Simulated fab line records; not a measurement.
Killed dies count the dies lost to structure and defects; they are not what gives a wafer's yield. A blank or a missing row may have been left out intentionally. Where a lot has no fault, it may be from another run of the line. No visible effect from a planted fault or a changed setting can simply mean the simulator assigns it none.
Chamber matching    flow n5_finfet    N5_BEOL_M3_DESCUM_33 on rie_diel-05: 4 sister chambers
The step chemistry O2, time 7 s. 4 wafers are shown with their chamber, then 10 later ones without.

EACH WAFER AND ITS CHAMBER
wafer   chamber  showerhead_plenum_p_Torr (Torr)
L084.3  3        2.08
L085.2  0        2.16
L087.1  1        2.05
L087.3  2        2.02

WAFERS WHOSE CHAMBER IS MISSING
wafer   showerhead_plenum_p_Torr (Torr)
L087.5  2.05
L090.1  2.02
L090.4  2.16
L090.6  2.16
L097.1  2.07
L097.2  2.04
L097.3  2.15
L097.4  2.02
L097.5  2.15
L097.6  2.07

WHICH CHAMBER EACH WENT THROUGH
wafer   from the rows above      in truth
L087.5  1                        1
L090.1  2                        2
L090.4  0                        0
L090.6  0                        0
L097.1  can't be placed: 3 or 1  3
L097.2  can't be placed: 1 or 2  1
L097.3  0                        0
L097.4  2                        2
L097.5  0                        0
L097.6  can't be placed: 3 or 1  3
Correct placement for 7 of the 10. These rows do not allow placing 3 (true chamber among the candidates in 3). Number placed wrongly: 0.
How it was worked out, from the rows above alone: a wafer's distance from a chamber is the root of the sum, over the readings, of the square of ((its reading less the chamber's mean) divided by the reading's scatter). The wafer belongs to the nearest chamber; if the next one is less than 2 further off, it can't be placed. Each chamber's mean is taken over the wafers shown for it. The scatter (one wafer shown for each chamber): square how far every hidden wafer sits from the nearest shown wafer, average those squares and take the square root.
